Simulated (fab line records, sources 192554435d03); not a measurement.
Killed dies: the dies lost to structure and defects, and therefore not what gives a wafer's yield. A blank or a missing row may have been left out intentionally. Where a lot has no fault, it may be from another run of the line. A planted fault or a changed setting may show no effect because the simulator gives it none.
A lot that was struck, set against a sound lot / flow n5-finfet / 19 steps out of a route of 1938
Sound: wafers L653.3, L653.4, L653.6. Wafers L655.4, L655.5, L655.6 were the ones struck. The cause is named last.
Order at every step that has rows: each side's tool, ch and its chambers, its first start. Under that, the readings that differ: sound wafers / struck wafers / difference of the means / sigmas: that difference in standard deviations of wafers without a fault.
alike: words and numbers the same on both sides, and readings whose means are apart by under 2 such deviations; not compared: readings that were withheld, readings missing a value for some wafer, numbers with overlapping values and no deviation given by the record, and bounds like >300 which may hide the same value.
A row with sigmas, a row that says differs or no value, or rows on one side alone: a step with any of these is where the two part. Numbers that have no deviation but don't overlap get no sigmas and don't part them. A reading missing from all wafers of one side parts the sides only when that side holds two or more wafers.

first, 9 steps without rows for these wafers: N5_BEOL_M9_ILD_DEP_00 (deposits SiCOH lowk from DEMS/porogen, target thk 308.51 nm, time 58 s); N5_BEOL_M9_CURE_71 (cures SiCOH lowk, time 240 s); N5_BEOL_M9_PECVD_70 (deposits SiO2 from TEOS/O2, target thk 20 nm, time 22.7 s); N5_BEOL_M9_HM_DEP_02 (deposits TiN, target thk 20 nm); N5_BEOL_M9_COAT_59 (time 60 s, resist thk 100 nm); N5_BEOL_M9_COAT_60 (time 60 s, resist thk 30 nm); N5_BEOL_M9_COAT_05 (resist thk 90 nm); N5_BEOL_M9_EBR_07; N5_BEOL_M9_SOFTBAKE_06 (time 60 s).
N5_BEOL_M9_EXPOSE_08: exposes mask M9.
  sound on arfi-scanner-02 ch 0, day 12 19:43; struck on arfi-scanner-02 ch 0, day 13 03:20
reading=exposure-dose-mJ-cm2; sound=53.75 53.63 53.74; struck=52.33 52.26 52.21; difference=-1.44; sigmas=-27
  alike: mask
then, 3 steps without rows for these wafers: N5_BEOL_M9_PEB_09 (peb time 60 s); N5_BEOL_M9_DEVELOP_10 (develop time 30 s); N5_BEOL_M9_DESCUM_16 (chemistry O2, time 7.9 s).
N5_BEOL_M9_ETCH_61: etches SiARC in CF4, target depth 39 nm, time 65 s.
  sound on rie-diel-03 ch 0,3, day 12 20:03; struck on rie-diel-01 ch 0,1,2, day 13 03:35
  alike: drypump-motor-current-A, etch-rf-on-time-s, oes-product-au, rf-fwd-power-W, rf-vpp-V, showerhead-plenum-p-Torr, throttle-valve-pct
  not compared: rf-hours-counter-h, model.BEOL_M9.cd-offset-nm
then, 3 steps without rows for these wafers: N5_BEOL_M9_ETCH_62 (etches SOC in N2/H2, target depth 110 nm, overetch 22 nm, time 165 s); N5_BEOL_M9_STRIP_68 (strips in N2/H2); N5_BEOL_M9_STRIP_67 (strips in CF4).
N5_BEOL_M9_HM_OPEN_17: chemistry Cl2/BCl3, target TiN, target depth 20 nm, overetch 6 nm.
  sound on rie-metal-01 ch 0,1, day 12 20:19; struck on rie-metal-01 ch 0,1, day 13 03:50
  alike: drypump-motor-current-A, oes-product-au, rf-fwd-power-W, throttle-valve-pct
  not compared: rf-hours-counter-h, model.BEOL_M9.cd-offset-nm
then, 1 step without rows for these wafers: N5_BEOL_M9_STRIP_19 (strips in O2).

== WHERE THEY PART ==
Within this record, at N5_BEOL_M9_EXPOSE_08 only. Later steps at which nothing parts them and some readings are alike: N5_BEOL_M9_ETCH_61, N5_BEOL_M9_HM_OPEN_17.

WHY: what had been put in by the simulator
Process parameters drifting: arfi-scanner-02 at N5_BEOL_M9_EXPOSE_08, beginning at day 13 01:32. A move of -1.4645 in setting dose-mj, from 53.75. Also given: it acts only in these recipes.
